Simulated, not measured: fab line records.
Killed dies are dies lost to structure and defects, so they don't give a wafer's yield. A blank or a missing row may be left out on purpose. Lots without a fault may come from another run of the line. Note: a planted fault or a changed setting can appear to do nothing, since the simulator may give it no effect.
Which tool was responsible? + flow n5-finfet + 9 lots, 26 wafers sampled, at 5 steps of a route of 1938

## WHAT EACH GAUGE READ, for each wafer
N5_BEOL_M5_THK_MEAS_53: measures by xrf.
| lot  | measured     | on            | M5_THK (nm)    |
|------|--------------|---------------|----------------|
| L339 | day 11 13:13 | film-metro-01 | 63.7 62.2 65.2 |
| L341 | day 12 07:50 | film-metro-01 | 59.3 58.4 62.6 |
| L343 | day 12 07:27 | film-metro-02 | 63.0 64.2 65.0 |
| L345 | day 12 13:00 | film-metro-02 | 61.9 61.4 62.1 |
| L350 | day 14 11:26 | film-metro-01 | 60.0 61.3 60.6 |
| L353 | day 15 01:47 | film-metro-02 | 61.3 197.2     |
| L354 | day 15 01:40 | film-metro-02 | 65.2 62.1 64.4 |
| L356 | day 16 15:21 | film-metro-01 | 61.5 62.0 64.1 |
| L358 | day 16 19:55 | film-metro-01 | 61.0 61.6 59.3 |

## WHAT TOOL EACH LOT RAN ON (gives the tool, then ch and the chambers of the sampled wafers, and finally the start)
| lot  | N5_BEOL_M5_SURFACE_TREAT_87  | N5_BEOL_M5_SPUTTER_48        | N5_BEOL_M5_SPUTTER_88        | N5_BEOL_M5_CMP_52             |
|------|------------------------------|------------------------------|------------------------------|-------------------------------|
| L339 | pvd-sputter-02, day 11 07:51 | pvd-sputter-03, day 11 08:04 | pvd-sputter-03, day 11 11:20 | cmp-02 ch 1,3, day 11 12:55   |
| L341 | pvd-sputter-01, day 12 02:21 | pvd-sputter-02, day 12 02:40 | pvd-sputter-02, day 12 05:56 | cmp-02 ch 1,2, day 12 07:32   |
| L343 | pvd-sputter-01, day 12 01:37 | pvd-sputter-03, day 12 02:13 | pvd-sputter-03, day 12 05:29 | cmp-02 ch 0,1,2, day 12 07:12 |
| L345 | pvd-sputter-03, day 12 07:35 | pvd-sputter-02, day 12 07:49 | pvd-sputter-02, day 12 11:05 | cmp-04 ch 0,2,3, day 12 12:43 |
| L350 | pvd-sputter-02, day 14 06:02 | pvd-sputter-03, day 14 06:17 | pvd-sputter-03, day 14 09:33 | cmp-03 ch 1,2,3, day 14 11:08 |
| L353 | pvd-sputter-03, day 14 20:05 | pvd-sputter-03, day 14 20:26 | pvd-sputter-03, day 14 23:42 | cmp-02 ch 0,1, day 15 01:29   |
| L354 | pvd-sputter-01, day 14 19:59 | pvd-sputter-01, day 14 20:25 | pvd-sputter-01, day 14 23:41 | cmp-03 ch 1,3, day 15 01:22   |
| L356 | pvd-sputter-02, day 16 09:22 | pvd-sputter-03, day 16 09:50 | pvd-sputter-03, day 16 13:05 | cmp-04 ch 0,2,3, day 16 15:03 |
| L358 | pvd-sputter-01, day 16 14:08 | pvd-sputter-03, day 16 14:35 | pvd-sputter-03, day 16 17:50 | cmp-04 ch 1,2,3, day 16 19:44 |
- N5_BEOL_M5_SURFACE_TREAT_87
- N5_BEOL_M5_SPUTTER_48: material Cu, target thk 15 nm, time 27.62 s.
- N5_BEOL_M5_SPUTTER_88: material Cu, target thk 15 nm, time 27.62 s.
- N5_BEOL_M5_CMP_52: polishes, stops on SiCOH lowk, t overpolish 6.9 s, target thk 62 nm.

## THE ANSWER, worked out from the rows above alone
Rule: the usual values come from the lots themselves. The widest of any qualifying gaps counts: lots, ordered by their means at a reading, are off when they make up no more than a third of the lots, leave a main group of 4 or more, and stand apart from it by 3 or more times the standard deviation of that group's means. If all means in a main group match to the digits the tables above print for the reading, that group is not used. A lot without any number at a reading at which 4 lots or more have one is off too. Where the step has rows for the other lots, those lots are counted as sound.
Off: L353, at N5_BEOL_M5_THK_MEAS_53 (M5_THK). The main group has a mean of 62.2 nm with a standard deviation of 1.5.
If a tool, at a process step before that reading, ran all the lots that are off and no sound lot after the first of them, it fits. Gauges at N5_BEOL_M5_THK_MEAS_53: tried the same way as those tools. Can't be told from this: 3 tools fit, pvd-sputter-03 at N5_BEOL_M5_SURFACE_TREAT_87, cmp-02 at N5_BEOL_M5_CMP_52, film-metro-02 at N5_BEOL_M5_THK_MEAS_53.

## WHAT THE SIMULATOR PUT IN
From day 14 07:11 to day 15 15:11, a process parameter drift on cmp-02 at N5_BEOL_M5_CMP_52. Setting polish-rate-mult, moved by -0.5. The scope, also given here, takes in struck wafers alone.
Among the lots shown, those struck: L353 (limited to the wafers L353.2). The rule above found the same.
